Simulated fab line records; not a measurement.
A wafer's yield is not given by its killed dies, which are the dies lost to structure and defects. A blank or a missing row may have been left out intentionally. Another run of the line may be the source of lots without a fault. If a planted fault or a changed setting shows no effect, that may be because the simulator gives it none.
fab line records	flow nand_harc
record: lots: 11	wafers: 33	last_day: 33
route steps=1302 shown P_M0@282 P_M1@298
lots that met no fault: taken from a fault-free run of the same line
start_h: start of the lot's first displayed wafer, in hours after the record's first day	wait_h: time in hours since the lot's previous step	" as in the row above	L1.1+2: a single row standing in for several wafers	- value missing, or start not given	* or withheld: withheld	< > ~ a bound
route shown NAME@n: names a module that has steps shown in the file, with the first one's number in the route	usual: the fault-free wafers' mean and standard deviation	same: alike in all rows	chamber/n: place in a boat	sites: each site's reading	_std_site: standard deviation across them	_edge_site: inner sites' mean taken away from outer sites' mean	radius_mm: how far each site lies from the wafer's centre	mask NAME#n: copy n	behind: the most recent tool/chamber to have shaped the wafer	hold: the reason the lot was held/the length of the hold in hours/how it ended	device: names the non-switching transistor (n, p or np)	end of line: at the end of the route, the tests of the same wafers	a step given without rows: its recipe and nothing more	killed: dies that structure and defects cost at the first sort, which is not the same as the wafer's yield	map: shows each die of a wafer: x if killed, . if not, _ if none is there
set.NAME: setting as actually run; set.NAME@STEP: the setting as run at that earlier step	model.NAME: the simulator's own value behind a step, which no gauge read
steps of the route over a sample of lots; a table a step, a row a wafer
services: from which hour (start_h, from the record's first day; less than 0 if before it) a tool's chamber was out of use, for how many hours, and why
== steps ==
step: NHARC_P_M0_INSPECT_27
usual: raw_defect_count: 340/160
lot.wafer	tool	chamber	start_h	wait_h	raw_defect_count
L682.3	defect_inspect-02	-	132.15	0.0	145
L682.4	"	-	"	"	328
L682.6	"	-	"	"	435
L684.2	defect_inspect-02	-	147.79	0.0	496
L684.3	"	-	"	"	510
L684.5	"	-	"	"	724
L685.1	defect_inspect-02	-	161.26	0.0	385
L685.4	"	-	"	"	405
L685.5	"	-	"	"	339
L686.2	defect_inspect-02	-	180.03	0.0	223
L686.5	"	-	"	"	238
L686.6	"	-	"	"	184
L687.3	defect_inspect-01	-	181.32	0.0	210
L687.5	"	-	"	"	365
L687.6	"	-	"	"	242
L695.1	defect_inspect-01	-	268.49	0.0	466
L695.2	"	-	"	"	355
L695.5	"	-	"	"	423
L697.1	defect_inspect-01	-	287.93	0.0	173
L697.4	"	-	"	"	379
L697.5	"	-	"	"	222
L698.1	defect_inspect-02	-	300.44	0.0	358
L698.4	"	-	"	"	628
L698.5	"	-	"	"	338
L699.1	defect_inspect-02	-	304.82	0.0	180
L699.2	"	-	"	"	103
L699.6	"	-	"	"	125
L700.2	defect_inspect-01	-	311.82	0.0	280
L700.3	"	-	"	"	223
L700.6	"	-	"	"	282
L702.2	defect_inspect-01	-	336.62	0.0	131
L702.3	"	-	"	"	408
L702.6	"	-	"	"	240
step: NHARC_P_M1_DESCUM_14
recipe: time_s: 3	o2_flow_sccm: 200	ar_flow_sccm: 0	bias_power_w: 0	chemistry: O2
usual: drypump_motor_current_A: 5.9/0.36	mfc_ar_sccm: 0.002/0.0044	oes_product_au: 1.005/0.013	rf_vpp_V: 57.7/0.84	showerhead_plenum_p_Torr: 1.89/0.092	throttle_valve_pct: 11.311/0.0097
lot.wafer	tool	chamber	start_h	wait_h	drypump_motor_current_A	mfc_ar_sccm	oes_product_au	rf_hours_counter_h	rf_vpp_V	showerhead_plenum_p_Torr	throttle_valve_pct
L682.3	rie_diel-07	1	133.74	0.1	6.2	0.012	1.020	0	57.0	1.83	11.318
L682.4	"	3	"	"	5.5	0	1.007	0	58.6	1.80	11.317
L682.6	"	0	"	"	5.6	0.002	1.022	-	58.4	2.04	11.313
L684.2	rie_diel-04	1	149.36	0.1	5.7	0	0.993	12	57.1	1.92	11.316
L684.3	"	2	"	"	5.4	0	0.988	12	59.8	2.00	11.297
L684.5	"	0	"	"	5.8	0	1.007	-	56.7	1.80	11.323
L685.4	rie_diel-07	1	162.73	0.1	6.2	0.012	1.019	2	56.4	1.83	11.298
L685.1	"	2	"	"	6.5	0	1.011	2	57.1	1.90	11.315
L685.5	"	1	"	"	6.2	0.012	1.002	-	58.2	1.83	11.297
L686.2	rie_diel-07	3	181.49	0.1	5.5	0	1.008	3	56.7	1.80	11.306
L686.5	"	0	"	"	5.6	0.002	1.015	-	59.8	2.04	11.295
L686.6	"	1	"	"	6.2	0.012	1.020	-	58.5	1.83	11.327
L687.3	rie_diel-07	3	182.93	0.1	5.5	0	1.006	4	56.7	1.80	11.298
L687.6	"	0	"	"	5.6	0.002	1.008	-	57.4	2.04	11.312
L687.5	"	1	"	"	6.2	0.012	1.015	-	57.6	1.83	11.300
L695.2	rie_diel-04	0	270.07	0.1	5.7	0	0.980	8	56.9	1.80	11.299
L695.1	"	3	"	"	6.3	0	1.009	8	56.4	1.80	11.314
L695.5	"	2	"	"	5.5	0	0.993	-	59.3	2.00	11.307
L697.1	rie_diel-07	0	289.51	0.1	5.6	0.002	1.012	9	57.7	2.04	11.323
L697.4	"	2	"	"	6.5	0	1.005	9	57.5	1.90	11.321
L697.5	"	0	"	"	5.6	0.002	1.016	-	56.7	2.04	11.299
L698.1	rie_diel-04	0	302.02	0.1	5.8	0	0.984	12	56.7	1.79	11.317
L698.4	"	2	"	"	5.5	0	0.999	9	58.1	2.00	11.293
L698.5	"	0	"	"	5.8	0	0.984	-	57.4	1.79	11.323
L699.2	rie_diel-07	0	306.54	0.1	5.6	0.002	1.017	0	58.0	2.04	11.318
L699.1	"	1	"	"	6.2	0.012	1.008	0	58.5	1.83	11.303
L699.6	"	0	"	"	5.6	0.002	1.008	-	57.9	2.04	11.305
L700.3	rie_diel-04	1	313.27	0.1	5.7	0	1.008	11	57.2	1.91	11.298
L700.2	"	3	"	"	6.3	0	1.000	12	58.1	1.80	11.304
L700.6	"	2	"	"	5.5	0	0.990	-	57.9	2.00	11.330
L702.2	rie_diel-04	1	338.24	0.1	5.7	0	0.990	13	57.7	1.91	11.323
L702.3	"	2	"	"	5.5	0	0.980	11	59.8	2.00	11.322
L702.6	"	2	"	"	5.5	0	0.982	-	57.9	2.00	11.309
step: NHARC_P_M1_ETCH_28
recipe: target_depth_a: 300	over_etch_frac: 0.3	time_s: 72.99	ion_energy_ev: 150	cf4_flow_sccm: 50	n2_flow_sccm: 100	ar_flow_sccm: 150	rf_w: 300	bias_w: 100	chemistry: CF4/N2
usual: drypump_motor_current_A: 5.9/0.37	mfc_ar_sccm: 150.0/0.47	oes_product_au: 1.005/0.011	over_etch_frac: 0.3/0	rf_vpp_V: 313.9/2.3	showerhead_plenum_p_Torr: 2.61/0.12	throttle_valve_pct: 19.794/0.01
lot.wafer	tool	chamber	start_h	wait_h	drypump_motor_current_A	mfc_ar_sccm	oes_product_au	over_etch_frac	rf_hours_counter_h	rf_vpp_V	showerhead_plenum_p_Torr	throttle_valve_pct
L682.3	rie_diel-07	3	134.35	-	5.6	149.4	1.001	0.3	0	310.2	2.48	19.808
L682.4	"	2	"	"	6.5	149.8	0.999	0.3	0	314.8	2.61	19.772
L682.6	"	0	"	"	5.6	149.8	1.015	0.3	-	318.2	2.80	19.811
L684.3	rie_diel-07	1	149.97	-	6.2	149.9	1.008	0.3	1	312.4	2.52	19.792
L684.2	"	3	"	"	5.5	151.1	1.004	0.3	1	311.1	2.48	19.798
L684.5	"	1	"	"	6.2	149.8	1.017	0.3	-	311.5	2.52	19.776
L685.1	rie_diel-07	1	163.35	-	6.2	150.2	1.019	0.3	2	312.3	2.52	19.796
L685.4	"	2	"	"	6.5	149.5	1.012	0.3	2	314.1	2.61	19.804
L685.5	"	0	"	"	5.6	149.9	1.030	0.3	-	317.4	2.80	19.780
L686.2	rie_diel-07	2	182.10	-	6.5	149.7	1.001	0.27087	3	313.9	2.61	19.779
L686.6	"	0	"	"	5.6	150.0	1.008	0.27087	-	316.0	2.79	19.800
L686.5	"	1	"	"	6.2	149.6	1.006	0.27087	-	312.7	2.52	19.787
L687.3	rie_diel-07	3	183.56	-	5.6	149.9	1.008	0.27087	4	312.4	2.48	19.798
L687.5	"	0	"	"	5.6	150.6	1.016	0.27087	-	316.7	2.79	19.786
L687.6	"	1	"	"	6.2	150.2	1.013	0.27087	-	311.4	2.51	19.806
L695.2	rie_diel-07	2	270.75	-	6.5	150.1	1.007	0.3	8	314.5	2.61	19.793
L695.1	"	3	"	"	5.6	150.5	1.020	0.3	8	312.1	2.48	19.784
L695.5	"	0	"	"	5.6	150.9	1.016	0.3	-	318.5	2.79	19.802
L697.4	rie_diel-07	0	290.14	-	5.6	150.4	1.018	0.3	9	315.8	2.79	19.793
L697.1	"	1	"	"	6.2	149.6	1.022	0.3	9	312.4	2.51	19.777
L697.5	"	3	"	"	5.6	149.8	1.030	0.3	-	311.4	2.48	19.812
L698.4	rie_diel-04	2	302.63	-	5.5	149.8	0.999	0.3	9	315.7	2.74	19.802
L698.1	"	3	"	"	6.3	150.4	1.014	0.3	12	310.2	2.48	19.780
L698.5	"	2	"	"	5.5	150.5	1.001	0.3	-	314.2	2.74	19.787
L699.2	rie_diel-07	1	307.16	-	6.2	149.9	1.009	0.3	0	312.7	2.51	19.783
L699.1	"	3	"	"	5.6	150.2	1.008	0.3	0	309.4	2.48	19.773
L699.6	"	0	"	"	5.6	149.6	1.006	0.3	-	317.5	2.79	19.774
L700.3	rie_diel-07	0	313.90	-	5.6	150.2	1.007	0.3	0	317.4	2.79	19.782
L700.2	"	1	"	"	6.2	150.8	1.015	0.3	0	312.5	2.51	19.812
L700.6	"	3	"	"	5.6	150.4	1.017	0.3	-	311.0	2.48	19.801
L702.3	rie_diel-07	0	338.86	-	5.6	149.8	1.011	0.3	2	316.7	2.79	19.796
L702.2	"	2	"	"	6.5	150.3	0.989	0.3	2	313.5	2.60	19.784
L702.6	"	3	"	"	5.6	150.6	0.992	0.3	-	310.3	2.48	19.784
step: NHARC_P_M1_CMP_23
recipe: t_overpolish_s: 20	target_thk_nm: 157.82
usual: motor_current_A: 11.6/0.92	slurry_filter_dp_kPa: 13.51/0.13	time_to_endpoint_s: 29.1/2.3
lot.wafer	tool	chamber	start_h	wait_h	motor_current_A	slurry_filter_dp_kPa	time_to_endpoint_s
L682.3	cmp-04	3	135.92	-	11.7	13.49	28.2
L682.4	"	0	"	"	13.5	13.66	28.4
L682.6	"	1	"	"	11.1	13.46	27.2
L684.2	cmp-01	2	151.44	-	10.7	13.43	29.3
L684.3	"	1	"	"	11.3	13.42	30.9
L684.5	"	3	"	"	11.4	13.79	29.7
L685.4	cmp-04	1	164.85	-	11.2	13.53	25.5
L685.1	"	3	"	"	11.6	13.49	27.0
L685.5	"	1	"	"	10.8	13.47	24.4
L686.2	cmp-04	2	183.59	-	12.3	13.47	29.2
L686.5	"	1	"	"	10.7	13.55	25.5
L686.6	"	2	"	"	12.6	13.58	32.3
L687.3	cmp-01	1	185.11	-	11.8	13.53	29.4
L687.5	"	3	"	"	11.3	13.63	28.0
L687.6	"	0	"	"	10.7	13.54	28.8
L695.2	cmp-04	1	272.23	-	10.7	13.49	28.6
L695.1	"	0	"	"	13.6	13.45	30.7
L695.5	"	2	"	"	12.4	13.48	33.7
L697.4	cmp-04	2	291.64	-	12.3	13.46	34.9
L697.1	"	0	"	"	13.3	13.40	30.6
L697.5	"	2	"	"	12.2	13.66	33.0
L698.1	cmp-01	2	304.12	-	10.1	13.37	27.9
L698.4	"	1	"	"	11.7	13.66	31.3
L698.5	"	3	"	"	12.0	13.32	29.4
L699.1	cmp-02	1	308.65	-	12.5	13.56	31.5
L699.2	"	3	"	"	11.4	13.39	30.5
L699.6	"	1	"	"	12.7	13.48	27.6
L700.2	cmp-02	3	315.40	-	11.1	13.64	25.4
L700.3	"	1	"	"	12.5	13.54	25.3
L700.6	"	3	"	"	11.0	13.47	25.7
L702.2	cmp-02	0	340.40	-	11.3	13.63	30.7
L702.3	"	1	"	"	12.2	13.29	31.9
L702.6	"	2	"	"	11.9	13.45	31.9
== services ==
tool	chamber	start_h	hours	kind
cmp-04	-	111.00	4.0	pm
rie_diel-07	-	117.24	9.0	pm
cmp-02	-	134.78	4.0	pm
cmp-04	-	140.27	2.7	repair
rie_diel-04	3	150.29	31.8	repair
rie_diel-04	-	150.39	0.4	repair
cmp-04	-	157.99	2.4	repair
cmp-01	-	170.32	1.1	repair
rie_diel-04	-	177.90	9.0	pm
cmp-01	-	185.50	4.0	pm
rie_diel-04	2	200.64	8.6	repair
cmp-02	-	202.50	3.7	repair
cmp-04	-	209.00	4.0	pm
cmp-01	-	211.15	1.2	repair
cmp-01	-	227.05	0.4	repair
cmp-02	-	232.78	4.0	pm
rie_diel-04	1	266.50	7.5	repair
cmp-01	-	283.50	4.0	pm
cmp-02	-	289.66	0.4	repair
rie_diel-07	-	294.48	9.0	pm
cmp-04	-	307.00	4.0	pm
cmp-04	-	316.90	0.3	repair
rie_diel-04	3	323.23	3.2	repair
rie_diel-04	-	328.70	0.8	repair
== key ==
first_sign: step: NHARC_P_M1_ETCH_28	reading: over_etch_frac	direction: down	sigmas: 99+	usual: 0.3	struck: 0.27087
effect none on later readings
met_at NHARC_P_M1_ETCH_28
struck_lots L686,L687
not_acting_at NHARC_P_M0_INSPECT_27,NHARC_P_M1_DESCUM_14,NHARC_P_M1_CMP_23
onset_between 163.35 182.10
fault: kind: process_parameter_drift	tool: rie_diel-07	chamber: -	onset_h: 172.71	steps: NHARC_P_M1_ETCH_28	channel: over_etch_frac	offset: -0.029128	shape: step	end_h: 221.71	acts_in: these_recipes_only	stated: 0.3
